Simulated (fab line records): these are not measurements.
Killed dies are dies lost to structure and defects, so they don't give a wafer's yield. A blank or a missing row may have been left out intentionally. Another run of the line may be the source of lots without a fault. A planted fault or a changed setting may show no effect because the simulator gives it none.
fab line records	flow n5_finfet
record: lots: 8	wafers: 24	last_day: 18
route steps=1938 shown BEOL_M2@858 BEOL_M4@1111 PASSIVATION@1936
lots that met no fault: taken from a fault-free run of the same line
start_h: hours from the record's first day to the start of the lot's first wafer shown	wait_h: how many hours have passed since the lot's step before this one	" repeats the value in the row above	L1.1+2: a row that stands for several wafers	- either no value or no given start	* or withheld: withheld	< > ~ a bound
route shown NAME@n: a module of which the file shows steps, and the number in the route of the first	usual: mean/standard deviation taken from wafers without a fault	same: alike in all rows	chamber/n: place in a boat	sites: readings site by site	_std_site: the values' standard deviation	_edge_site: mean of outer sites minus mean of inner sites	radius_mm: how far each site lies from the wafer's centre	mask NAME#n: copy n	behind: the tool/chamber that last shaped the wafer	hold: cause of the lot's hold/its duration in hours/its outcome	device: the n, p or np transistor that did not switch	end of line: the route-end tests of the same wafers	step lacking rows: just its recipe	killed: the dies lost at the first sort to structure and to defects; this is not the yield of the wafer	map: shows each die of a wafer: x if killed, . if not, _ if none is there
set.NAME: the setting the step ran with; set.NAME@STEP: the setting that earlier step ran with	model.NAME: the simulator's own value behind a step, which no gauge read
the route's steps for a sample of lots (tables are steps, rows are wafers)
services: a tool's chamber out of use, with start hour (start_h, from the record's first day; less than 0 if before it), hours out, and reason
== steps ==
step: N5_BEOL_M2_ETCH_74
recipe: chemistry: N2/H2	target: underlayer	target_depth_a: 65	mask_material: CAR-EUV	time_s: 5.2	ion_energy_ev: 200	pressure_mtorr: 30	source_w: 840	bias_w: 150	n2_flow_sccm: 200	h2_flow_sccm: 200	ends: cleared
usual: bias_w: 150.0/0.47	drypump_motor_current_A: 5.7/0.58	etch_rf_on_time_s: 5.15/0.12	n2_flow_sccm: 199.9/0.64	oes_product_au: 0.70/0.072	rf_vpp_V: 522.6/2.4	showerhead_plenum_p_Torr: 2.50/0.07	throttle_valve_pct: 17.85/0.23
lot.wafer	tool	chamber	start_h	wait_h	bias_w	drypump_motor_current_A	etch_rf_on_time_s	n2_flow_sccm	oes_product_au	rf_hours_counter_h	rf_vpp_V	showerhead_plenum_p_Torr	throttle_valve_pct
L758.1	rie_diel-03	1	154.82	0.0	150.1	6.6	5.22	199.3	0.59	220	520.9	2.42	18.30
L758.2	"	2	"	"	150.3	4.8	5.08	200.1	0.78	22	522.5	2.51	17.56
L758.3	"	0	"	"	149.8	5.0	5.23	199.8	0.76	30	527.0	2.59	17.90
L764.2	rie_diel-04	1	183.92	0.0	150.6	6.1	4.90	199.3	0.75	52	523.5	2.48	17.61
L764.5	"	0	"	"	149.8	5.5	5.29	200.4	0.63	-	522.8	2.44	17.89
L764.6	"	1	"	"	150.2	6.1	4.94	200.7	0.74	-	522.3	2.48	17.60
L769.2	rie_diel-04	3	219.81	0.0	150.1	5.7	5.09	199.1	0.71	79	522.0	2.45	17.95
L769.5	"	1	"	"	150.3	6.1	5.02	200.2	0.73	-	520.8	2.48	17.64
L769.6	"	3	"	"	150.1	5.7	5.12	198.1	0.72	-	523.1	2.45	17.97
L770.2	rie_diel-03	0	224.94	0.0	150.1	5.0	5.23	200.1	0.72	55	527.3	2.58	17.93
L770.3	"	2	"	"	149.8	4.8	5.14	199.6	0.73	48	523.8	2.50	17.60
L770.6	"	3	"	"	150.9	6.5	5.10	200.4	0.74	-	525.5	2.68	17.50
L775.1	rie_diel-04	2	264.36	0.0	150.3	5.8	4.96	198.6	0.85	0	521.0	2.50	17.72
L775.2	"	1	"	"	150.4	6.1	5.00	200.7	0.71	82	523.7	2.47	17.65
L775.5	"	1	"	"	150.2	6.2	5.00	200.0	0.72	-	521.9	2.47	17.65
L776.2	rie_diel-04	0	264.66	0.0	149.8	5.5	5.31	199.9	0.61	167	522.6	2.43	17.94
L776.3	"	1	"	"	150.1	6.1	5.00	200.1	0.71	82	521.6	2.47	17.63
L776.5	"	1	"	"	149.9	6.2	4.98	199.6	0.72	-	520.6	2.47	17.65
L777.2	rie_diel-03	0	265.27	0.0	150.6	5.0	5.23	200.3	0.70	72	524.7	2.57	17.96
L777.4	"	0	"	"	150.6	5.0	5.21	199.3	0.71	-	523.7	2.57	17.96
L777.6	"	2	"	"	150.9	4.8	5.12	200.6	0.73	-	522.5	2.49	17.63
L778.2	rie_diel-04	1	273.71	0.0	149.6	6.1	4.97	199.2	0.70	87	524.5	2.47	17.65
L778.3	"	3	"	"	150.7	5.7	5.14	199.4	0.69	102	522.2	2.44	18.02
L778.6	"	0	"	"	149.5	5.5	5.29	199.5	0.61	-	519.2	2.43	17.93
step: N5_BEOL_M2_ETCH_69
recipe: chemistry: CF4	target: SiARC	target_depth_a: 156	mask_material: CAR-EUV	time_s: 26	ion_energy_ev: 80	pressure_mtorr: 40	source_w: 545	bias_w: 36	Ar_flow_sccm: 100	cf4_flow_sccm: 100	ends: cleared
usual: bias_w: 36.02/0.11	drypump_motor_current_A: 5.7/0.65	etch_rf_on_time_s: 25.8/0.58	mfc_ar_sccm: 100.0/0.3	oes_product_au: 0.71/0.073	rf_vpp_V: 183.7/1.1	showerhead_plenum_p_Torr: 2.11/0.069	throttle_valve_pct: 15.59/0.24
lot.wafer	tool	chamber	start_h	wait_h	bias_w	drypump_motor_current_A	etch_rf_on_time_s	mfc_ar_sccm	oes_product_au	rf_hours_counter_h	rf_vpp_V	showerhead_plenum_p_Torr	throttle_valve_pct
L758.1	rie_diel-03	1	155.71	0.0	36.07	6.5	26.1	100.1	0.59	220	181.7	2.04	15.88
L758.2	"	2	"	"	36.05	4.8	25.6	100.0	0.78	22	183.6	2.10	15.15
L758.3	"	3	"	"	35.99	6.5	25.3	100.4	0.80	12	184.0	2.28	15.28
L764.2	rie_diel-03	1	184.92	0.0	36.03	6.6	25.7	100.4	0.59	231	183.1	2.03	15.92
L764.5	"	0	"	"	36.13	5.0	25.6	100.5	0.76	-	184.4	2.18	15.69
L764.6	"	3	"	"	36.03	6.5	25.0	100.1	0.77	-	185.1	2.27	15.29
L769.2	rie_diel-03	0	220.92	0.0	35.98	5.0	26.0	99.6	0.73	54	185.2	2.18	15.72
L769.5	"	3	"	"	36.02	6.5	25.4	99.6	0.74	-	184.9	2.27	15.33
L769.6	"	0	"	"	35.96	5.0	26.0	100.3	0.73	-	183.4	2.18	15.73
L770.2	rie_diel-03	3	225.88	0.0	36.10	6.5	25.6	100.1	0.75	38	186.8	2.27	15.33
L770.3	"	2	"	"	35.82	4.8	25.7	100.5	0.74	48	183.7	2.09	15.21
L770.6	"	1	"	"	36.23	6.6	26.2	100.8	0.57	-	182.4	2.03	15.94
L775.1	rie_diel-04	2	265.31	0.0	35.94	5.8	24.8	99.7	0.84	0	184.8	2.12	15.44
L775.2	"	3	"	"	36.12	5.6	25.6	100.5	0.69	98	183.6	2.09	15.83
L775.5	"	1	"	"	35.99	6.1	24.8	100.3	0.71	-	183.3	2.08	15.42
L776.2	rie_diel-06	0	265.61	0.0	35.89	5.1	26.0	99.6	0.69	90	183.1	2.09	15.67
L776.3	"	3	"	"	35.85	6.7	26.4	99.4	0.76	38	183.2	2.09	15.57
L776.5	"	0	"	"	35.83	5.1	26.2	100.3	0.68	-	184.0	2.09	15.66
L777.2	rie_diel-04	0	266.29	0.0	36.09	5.5	26.5	99.9	0.61	167	183.3	2.05	15.68
L777.4	"	2	"	"	36.17	5.8	24.8	100.3	0.86	0	183.4	2.12	15.44
L777.6	"	2	"	"	36.10	5.8	24.6	100.2	0.86	-	183.9	2.12	15.45
L778.2	rie_diel-06	0	274.61	0.0	35.96	5.2	26.0	99.8	0.69	94	182.8	2.09	15.67
L778.3	"	1	"	"	36.07	4.8	26.1	99.7	0.66	126	185.1	2.06	15.66
L778.6	"	1	"	"	35.95	4.9	25.9	99.8	0.67	-	183.6	2.06	15.70
step: N5_BEOL_M2_ALD_98
recipe: material: SiO2	target_thk_a: 25	temp_c: 100	ald_precursor_family: BDEAS	ald_co_reactant: O2-plasma	pulse_time_s: 1	co_reactant_pulse_time_s: 1	purge_time_s: 2	co_reactant_purge_time_s: 2	ald_cycles: 17	pressure_torr: 2
usual: ald_cycles: 17/0	chamber_pressure_Torr: 2.000/0.0045	co_reactant_purge_time_s: 2/0	heater_power_outer_w: 41/4	heater_power_w: 78/8.2	precursor_pulse_height_rel: 1.000/0.022
lot.wafer	tool	chamber	start_h	wait_h	ald_cycles	chamber_pressure_Torr	co_reactant_purge_time_s	heater_power_outer_w	heater_power_w	precursor_pulse_height_rel
L758.1	ald_sin-04	2	155.79	0.1	17	1.998	2	42	80	0.998
L758.2	"	0	"	"	17	1.997	2	30	64	1.003
L758.3	"	3	"	"	17	2.000	2	44	85	0.951
L764.2	ald_sin-03	0	185.00	0.1	17	2.001	2	35	67	1.003
L764.5	"	1	"	"	17	1.999	2	43	87	0.989
L764.6	"	2	"	"	17	1.998	2	43	89	1.006
L769.2	ald_sin-03	3	221.00	0.1	-	-	-	-	-	-
L769.5	"	0	"	"	-	-	-	-	-	-
L769.6	"	1	"	"	-	-	-	-	-	-
L770.2	ald_sin-03	2	225.96	0.1	-	-	-	-	-	-
L770.3	"	0	"	"	-	-	-	-	-	-
L770.6	"	0	"	"	-	-	-	-	-	-
L775.1	ald_sin-03	1	265.89	0.6	17	1.995	2	44	81	1.030
L775.2	"	3	"	"	17	1.999	2	38	74	1.018
L775.5	"	0	"	"	17	1.993	2	36	67	0.977
L776.2	ald_sin-03	1	265.99	0.3	17	2.008	2	44	83	1.006
L776.3	"	2	"	"	17	2.000	2	43	91	0.983
L776.5	"	0	"	"	17	2.005	2	36	68	0.984
L777.2	ald_sin-03	3	266.37	0.1	17	2.005	2	38	75	1.008
L777.4	"	2	"	"	17	2.009	2	43	90	0.986
L777.6	"	3	"	"	17	2.001	2	39	73	1.027
L778.2	ald_sin-04	0	274.95	0.3	17	1.997	2	31	62	1.036
L778.3	"	3	"	"	17	2.007	2	44	86	1.008
L778.6	"	2	"	"	17	1.994	2	41	81	1.019
step: N5_BEOL_M2_ETCH_41
recipe: chemistry: CH3F/O2	target: SiCN	target_depth_a: 299	taper_deg: 2	time_s: 52.5	ion_energy_ev: 120	mask_material: TiN	pressure_mtorr: 30	source_w: 395	bias_w: 75	Ar_flow_sccm: 150	CH3F_flow_sccm: 30	O2_flow_sccm: 20
usual: bias_w: 75.01/0.22	drypump_motor_current_A: 5.6/0.59	mfc_ar_sccm: 150.0/0.45	oes_product_au: 0.81/0.084	rf_vpp_V: 296.6/1.5	showerhead_plenum_p_Torr: 1.96/0.065	throttle_valve_pct: 16.33/0.22
lot.wafer	tool	chamber	start_h	wait_h	bias_w	drypump_motor_current_A	mfc_ar_sccm	oes_product_au	rf_hours_counter_h	rf_vpp_V	showerhead_plenum_p_Torr	throttle_valve_pct
L758.1	rie_diel-04	2	-	-	74.73	5.9	149.7	0.69	220	296.6	1.98	16.57
L758.2	"	3	"	"	75.33	5.7	149.8	0.86	58	297.1	1.96	16.48
L758.3	"	0	"	"	75.03	5.5	149.0	0.75	133	295.5	1.92	16.28
L764.2	rie_diel-04	1	-	-	74.92	6.2	149.8	0.87	54	296.5	1.94	16.03
L764.5	"	0	"	"	74.86	5.5	149.6	0.74	-	297.0	1.91	16.30
L764.6	"	1	"	"	75.16	6.1	150.5	0.86	-	295.2	1.94	16.04
L769.2	rie_diel-06	0	-	-	75.15	5.2	150.2	0.81	78	296.9	1.95	16.33
L769.5	"	1	"	"	74.95	4.8	149.4	0.80	-	296.9	1.93	16.34
L769.6	"	0	"	"	74.71	5.2	149.6	0.81	-	296.7	1.95	16.33
L770.2	rie_diel-04	2	-	-	75.02	5.8	149.9	0.68	247	297.1	1.97	16.60
L770.3	"	3	"	"	74.73	5.6	149.8	0.82	84	296.3	1.96	16.53
L770.6	"	0	"	"	74.83	5.5	150.2	0.73	-	296.4	1.91	16.31
L775.1	rie_diel-03	0	-	-	75.39	5.0	150.0	0.84	73	299.0	2.04	16.51
L775.2	"	3	"	"	75.27	6.5	149.6	0.86	56	300.0	2.13	16.15
L775.5	"	3	"	"	75.09	6.5	150.5	0.86	-	300.6	2.13	16.15
L776.2	rie_diel-04	3	-	-	75.10	5.7	150.4	0.81	101	295.0	1.95	16.56
L776.3	"	2	"	"	75.11	5.8	149.5	0.98	1	295.2	1.97	16.14
L776.5	"	3	"	"	75.53	5.7	150.0	0.81	-	296.2	1.95	16.56
L777.2	rie_diel-03	3	-	-	74.89	6.5	150.4	0.86	56	299.2	2.13	16.14
L777.4	"	2	"	"	74.81	4.8	150.9	0.84	66	296.6	1.93	15.89
L777.6	"	1	"	"	74.83	6.6	149.7	0.98	-	301.0	2.14	16.23
L778.2	rie_diel-04	0	-	-	75.22	5.5	149.9	0.72	172	296.7	1.90	16.35
L778.3	"	1	"	"	75.09	6.1	149.7	0.81	88	296.6	1.93	16.11
L778.6	"	2	"	"	75.14	5.8	149.2	0.96	-	296.3	1.97	16.15
step: N5_BEOL_M4_RC_MEAS_101
usual: DIBL_N: 36.0/1.6	DIBL_P: 36.1/2	IOFF_N: 0.160/0.029	IOFF_P: 0.21/0.039	ION_N: 675/13	ION_P: 464/8.8	SS_N: 71.5/0.58	SS_P: 73.3/0.65	VT_N: 250/3.3	VT_P: -249/3.6
lot.wafer	tool	chamber	start_h	wait_h	DIBL_N[mV/V]	DIBL_P[mV/V]	IOFF_N[nA/um]	IOFF_P[nA/um]	ION_N[uA/um]	ION_P[uA/um]	SS_N[mV/dec]	SS_P[mV/dec]	VT_N[mV]	VT_P[mV]
L758.1	prober-02	0	186.81	0.0	34.2	34.1	0.121	0.15	653	451	71.7	72.7	254	-259
L758.2	"	0	"	"	36.3	36.7	0.150	0.18	673	456	72.6	74.0	252	-255
L758.3	"	0	"	"	33.9	33.6	0.110	0.14	649	448	71.4	72.3	255	-259
L764.2	prober-02	0	220.17	0.2	35.8	35.5	0.150	0.20	677	467	71.9	73.4	249	-253
L764.5	"	0	"	"	37.9	37.8	0.186	0.24	688	472	72.2	73.6	245	-248
L764.6	"	0	"	"	38.2	37.7	0.192	0.24	688	466	71.8	73.8	245	-248
L769.2	prober-02	0	244.19	0.2	34.7	34.2	0.134	0.21	668	469	71.9	72.6	251	-248
L769.5	"	0	"	"	35.0	33.5	0.135	0.19	665	457	71.2	72.5	252	-252
L769.6	"	0	"	"	34.6	34.1	0.135	0.20	664	463	70.7	72.9	251	-251
L770.2	prober-01	0	265.02	0.2	37.8	37.4	0.193	0.20	694	463	71.6	74.1	245	-251
L770.3	"	0	"	"	36.3	35.7	0.152	0.18	681	461	71.6	74.1	251	-252
L770.6	"	0	"	"	36.0	34.8	0.136	0.16	657	444	71.0	72.7	253	-254
L776.2	prober-02	0	294.61	0.2	31.8	33.0	0.115	0.18	667	461	70.8	72.4	256	-250
L776.3	"	0	"	"	32.8	34.9	0.123	0.21	663	468	71.1	73.2	254	-246
L776.5	"	0	"	"	35.6	37.3	0.171	0.24	681	471	71.3	73.8	249	-247
L775.1	prober-02	0	301.11	0.0	35.4	35.1	0.146	0.20	695	478	71.2	72.2	249	-251
L775.2	"	0	"	"	36.8	36.5	0.159	0.22	675	466	71.7	73.2	251	-248
L775.5	"	0	"	"	38.6	39.2	0.210	0.27	706	479	72.0	74.0	247	-247
L778.2	prober-01	0	302.01	0.2	37.1	39.3	0.192	0.30	682	472	70.9	74.7	245	-242
L778.3	"	0	"	"	37.2	38.6	0.181	0.27	677	469	72.6	73.8	247	-246
L778.6	"	0	"	"	38.8	40.2	0.234	0.31	687	468	72.1	74.1	244	-242
L777.2	prober-02	0	303.43	0.2	34.6	33.6	0.128	0.19	664	462	70.7	72.0	253	-247
L777.4	"	0	"	"	35.0	35.3	0.139	0.21	657	458	71.5	72.9	253	-251
L777.6	"	0	"	"	37.1	37.7	0.180	0.25	682	465	71.9	74.1	247	-247
step: N5_PASSIVATION_PROBE_49
usual: defect_limited_yield: 91.0/1.3	killed_at_M0_to_M3: 36/9.5	killed_at_M4_up: 14/5.6	killed_at_contacts: 12/6.4	killed_at_front_end: 40/10	killed_at_other: 3.2/3	killed_dies: 107/15	killed_open: 69/12	killed_short: 35/7.7	sort_bin_5_function: 5.3/0.91	sort_bin_6_memory: 3.3/0.65	sort_bin_8_speed: 0.00/0.012	sort_n_pass: 1073/15	sort_yield_pct: 91.0/1.3
same: gross_dies: 1180	killed_at_back_side: 0	sort_bin_4_leakage[%]: 0
lot.wafer	tool	chamber	start_h	wait_h	defect_limited_yield[%]	killed_at_M0_to_M3	killed_at_M4_up	killed_at_contacts	killed_at_front_end	killed_at_other	killed_dies	killed_open	killed_short	sort_bin_5_function[%]	sort_bin_6_memory[%]	sort_bin_8_speed[%]	sort_n_pass	sort_yield_pct[%]
L764.2	prober-02	-	333.02	0.6	90.3	41	20	16	35	2	114	72	40	5.3	4.0	0	1066	90.3
L764.5	prober-02	-	333.17	0.7	91.6	29	17	20	32	1	99	65	32	4.7	3.1	0	1081	91.6
L764.6	prober-02	-	333.22	0.8	90.1	49	11	21	35	1	117	80	36	6.7	3.1	0	1063	90.1
L769.2	prober-02	-	358.21	0.1	89.4	43	14	12	54	2	125	78	44	6.3	3.8	0	1055	89.4
L769.5	prober-02	-	358.36	0.2	90.8	50	9	6	38	6	109	60	48	5.1	4.0	0	1071	90.8
killed by level:class
L764.2 MOL_CONTACT_COAG:geometric_particle:open=12 BEOL_M0_SAQP:geometric_particle:open=10 FIN_SAQP:geometric_particle:open=8 BEOL_M0_SAQP:geometric_particle:short=7 BEOL_M1:geometric_particle:open=7 FIN_SAQP:geometric_particle:short=6 BEOL_M2:geometric_particle:open=6 BEOL_M3:geometric_particle:open=6
L764.5 MOL_CONTACT_COAG:geometric_particle:open=19 BEOL_M3:geometric_particle:open=9 FIN_SAQP:geometric_particle:short=7 FIN_SAQP:geometric_particle:open=5 BEOL_M0_SAQP:geometric_particle:short=5 BEOL_M0_SAQP:geometric_particle:open=4 BEOL_M1:geometric_particle:open=4 BEOL_M2:geometric_particle:open=4
L764.6 MOL_CONTACT_COAG:geometric_particle:open=16 BEOL_M0_SAQP:geometric_particle:open=11 BEOL_M1:geometric_particle:open=10 STI_FIN_REVEAL:geometric_particle:open=9 BEOL_M2:geometric_particle:open=9 BEOL_M0_SAQP:geometric_particle:short=6 GATE_CUT:geometric_particle:short=5 MOL_CONTACT_COAG:geometric_particle:short=5
L769.2 FIN_SAQP:geometric_particle:open=12 BEOL_M2:geometric_particle:open=12 STI_FIN_REVEAL:geometric_particle:open=11 MOL_CONTACT_COAG:geometric_particle:open=11 FIN_SAQP:geometric_particle:short=10 BEOL_M0_SAQP:geometric_particle:short=10 BEOL_M0_SAQP:geometric_particle:open=10 BEOL_M4:geometric_particle:open=10
L769.5 FIN_SAQP:geometric_particle:short=14 BEOL_M0_SAQP:geometric_particle:short=13 BEOL_M1:geometric_particle:open=10 BEOL_M0_SAQP:geometric_particle:open=8 MOL_CONTACT_COAG:geometric_particle:open=6 DUMMY_GATE:geometric_particle:open=5 BEOL_M1:geometric_particle:short=5 BEOL_M4:geometric_particle:open=5
== services ==
tool	chamber	start_h	hours	kind
rie_diel-06	3	135.20	-	clean
rie_diel-06	3	135.20	-	consumable_replace:focus_ring
rie_diel-06	3	135.20	16.4	scheduled_down
rie_diel-06	3	135.20	16.4	vent_cycle
rie_diel-04	0	148.13	8.1	repair
ald_sin-03	2	204.26	4.2	repair
rie_diel-04	2	239.29	-	clean
rie_diel-04	2	239.29	-	consumable_replace:focus_ring
rie_diel-04	2	239.29	25.0	scheduled_down
rie_diel-04	2	239.29	25.0	vent_cycle
rie_diel-03	1	241.09	-	clean
rie_diel-03	1	241.09	-	consumable_replace:focus_ring
rie_diel-03	1	241.09	-	consumable_replace:showerhead
rie_diel-03	1	241.09	30.5	scheduled_down
rie_diel-03	1	241.09	30.5	vent_cycle
rie_diel-06	2	243.08	8.3	repair
ald_sin-04	-	250.61	6.1	pm
rie_diel-06	2	268.31	-	clean
rie_diel-06	2	268.31	-	consumable_replace:focus_ring
rie_diel-06	2	268.31	-	consumable_replace:showerhead
== key ==
first_sign: step: N5_BEOL_M2_ALD_98	reading: tool_record	direction: missing
effect none on later readings
met_at N5_BEOL_M2_ALD_98
struck_lots L769,L770
not_acting_at N5_BEOL_M2_ETCH_74,N5_BEOL_M2_ETCH_69,N5_BEOL_M2_ETCH_41
onset_between 185.00 221.00
fault: kind: skipped_step_whole	tool: ald_sin-03	chamber: -	onset_h: 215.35	steps: N5_BEOL_M2_ALD_98	scope: struck_lots_only
